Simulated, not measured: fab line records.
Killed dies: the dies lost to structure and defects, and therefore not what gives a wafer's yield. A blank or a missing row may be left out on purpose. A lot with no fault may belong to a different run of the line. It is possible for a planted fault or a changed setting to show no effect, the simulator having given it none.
Matching of chambers + flow n5_finfet + N5_BEOL_M6_ETCH_72 on rie_diel-01: 4 sister chambers
The step etches underlayer in N2/H2, target depth 6.5 nm, time 5.2 s. 14 wafers are shown with their chamber, then 7 later ones without.

WAFERS, EACH WITH ITS CHAMBER
| wafer  | chamber | drypump_motor_current_A (A) | showerhead_plenum_p_Torr (Torr) | throttle_valve_pct (%) |
|--------|---------|-----------------------------|---------------------------------|------------------------|
| L075.2 | 0       | 4.9                         | 2.50                            | 17.89                  |
| L075.4 | 2       | 6.4                         | 2.71                            | 17.84                  |
| L075.6 | 3       | 4.9                         | 2.70                            | 17.65                  |
| L076.1 | 0       | 4.9                         | 2.50                            | 17.88                  |
| L076.2 | 1       | 5.3                         | 2.50                            | 17.66                  |
| L076.5 | 0       | 4.9                         | 2.50                            | 17.88                  |
| L081.3 | 2       | 6.4                         | 2.70                            | 17.85                  |
| L081.4 | 0       | 4.9                         | 2.49                            | 17.87                  |
| L081.5 | 0       | 4.9                         | 2.49                            | 17.89                  |
| L085.1 | 1       | 5.3                         | 2.49                            | 17.68                  |
| L085.2 | 2       | 6.4                         | 2.70                            | 17.88                  |
| L085.6 | 0       | 4.9                         | 2.49                            | 17.92                  |
| L088.1 | 0       | 4.9                         | 2.49                            | 17.94                  |
| L088.2 | 3       | 5.0                         | 2.68                            | 17.71                  |

SIGNATURES (averages over the wafers above)
| reading                  | chamber 0 | chamber 1 | chamber 2 | chamber 3 | scatter within a chamber |
|--------------------------|-----------|-----------|-----------|-----------|--------------------------|
| drypump_motor_current_A  | 4.900     | 5.300     | 6.400     | 4.950     | 0.0224                   |
| showerhead_plenum_p_Torr | 2.4943    | 2.4950    | 2.7033    | 2.6900    | 0.00699                  |
| throttle_valve_pct       | 17.8957   | 17.6700   | 17.8567   | 17.6800   | 0.0258                   |
Rule: for a wafer and a chamber, the distance is found by dividing, reading by reading, the gap between the wafer's reading and the chamber's mean by the reading's scatter, squaring, summing and taking the root. If the next closest chamber is less than 2 further off than the closest, the wafer can't be placed; otherwise it belongs to the closest. How the scatter is found: for the shown wafers, subtract from each reading the mean of its chamber, square and add these, divide the total by (wafers less chambers), then take the root.

WAFERS WITHOUT THEIR CHAMBER
| wafer  | drypump_motor_current_A (A) | showerhead_plenum_p_Torr (Torr) | throttle_valve_pct (%) |
|--------|-----------------------------|---------------------------------|------------------------|
| L088.5 | 5.3                         | 2.49                            | 17.68                  |
| L091.3 | 5.2                         | 2.49                            | 17.69                  |
| L091.5 | 6.4                         | 2.69                            | 17.86                  |
| L091.6 | 4.9                         | 2.68                            | 17.72                  |
| L096.1 | 4.9                         | 2.68                            | 17.75                  |
| L096.3 | 5.3                         | 2.48                            | 17.70                  |
| L096.5 | 6.4                         | 2.68                            | 17.93                  |

CHAMBER TAKEN BY EACH
| wafer  | from the rows above | in truth |
|--------|---------------------|----------|
| L088.5 | 1                   | 1        |
| L091.3 | 1                   | 1        |
| L091.5 | 2                   | 2        |
| L091.6 | 3                   | 3        |
| L096.1 | 3                   | 3        |
| L096.3 | 1                   | 1        |
| L096.5 | 2                   | 2        |
Correctly placed: 7 of 7. From these rows, 0 cannot be placed. Number placed wrongly: 0.
